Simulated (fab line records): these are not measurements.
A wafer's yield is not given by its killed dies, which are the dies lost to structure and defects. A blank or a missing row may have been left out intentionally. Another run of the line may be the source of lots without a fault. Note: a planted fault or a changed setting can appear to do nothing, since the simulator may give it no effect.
A lot that was struck, set against a sound lot ; flow nand harc ; 13 out of 1302 route steps
Sound: the wafers L899.3, L899.5, L899.6. Wafers struck: L900.1, L900.2, L900.6. The cause is named last.
Per side, at each step with rows, come the tool, then ch with its chambers, and then its first start. Under that, the readings that differ: sound wafers ; struck wafers ; difference of the means ; sigmas: that difference in standard deviations of wafers without a fault.
alike: readings with means less than 2 such deviations apart, plus words and numbers identical on both sides. not compared: withheld readings, readings lacking a value on some wafer, bounds such as >300 that could conceal the same value, and numbers that have no deviation in the record and whose values overlap.
A row with sigmas, a row that says differs or no value, or rows on one side alone: a step with any of these is where the two part. Numbers that don't overlap but have no deviation are shown without sigmas and don't part them. Lack of a reading on every wafer of one side parts them only where that side has two or more wafers.

first, 6 steps without rows for these wafers: NHARC_A_DECK1_JOINT_CVD_34 (deposits SiNx, target thk 20 nm); NHARC_A_DECK1_JOINT_DEP_06 (deposits SiOx, target thk 80 nm); NHARC_A_DECK1_JOINT_CURE_26 (time 32 s); NHARC_A_DECK1_JOINT_ANNEAL_27 (time 3600 s); NHARC_A_DECK1_JOINT_ANNEAL_28 (time 1800 s); NHARC_A_DECK1_JOINT_ANNEAL_29 (time 1800 s).
NHARC_A_DECK1_JOINT_CMP_02: polishes SiOx.
  sound on cmp-02 ch 0,3, day 12 19:33; struck on cmp-01 ch 0,2,3, day 13 18:14
  alike: motor current A
then, 1 step without rows for these wafers: NHARC_A_DECK1_JOINT_SRD_15.
NHARC_A_DECK1_JOINT_DEP_16: deposits SiO2, target thk 45 nm.
  sound on pecvd-02 ch 1,2, day 12 19:56; struck on pecvd-02 ch 0,2, day 13 18:38
  alike: heater power w, throttle valve pct
NHARC_A_DECK1_JOINT_THK_MEAS_17: measures by ellipsometry.
  sound: film metro-02 at day 12 20:11; struck: film metro-02 at day 13 18:55
  alike: thk nm
NHARC_A_DECK1_JOINT_INSPECT_05:
  sound: defect inspect-01 at day 12 20:14; struck: defect inspect-02 at day 13 18:57
  alike: raw defect count
NHARC_A_ONON_D2_DEP_00: target thk 1000 nm.
  sound on pecvd onon-04 ch 0, day 12 20:25; struck on pecvd onon-04 ch 0, day 13 19:01
NHARC_A_ONON_D2_THK_MEAS_02: measures by ellipsometry.
  sound: film metro-01 at day 12 20:48; struck: film metro-02 at day 13 19:42
reading;sound;struck;difference;sigmas
thk nm (nm);1014 1012 1012;1812 1812 1811;+799;+99 or more
  not compared: hold

== WHERE THEY PART ==
At NHARC_A_ONON_D2_THK_MEAS_02 and nowhere else, as far as this record goes.

WHY: what had been put in by the simulator
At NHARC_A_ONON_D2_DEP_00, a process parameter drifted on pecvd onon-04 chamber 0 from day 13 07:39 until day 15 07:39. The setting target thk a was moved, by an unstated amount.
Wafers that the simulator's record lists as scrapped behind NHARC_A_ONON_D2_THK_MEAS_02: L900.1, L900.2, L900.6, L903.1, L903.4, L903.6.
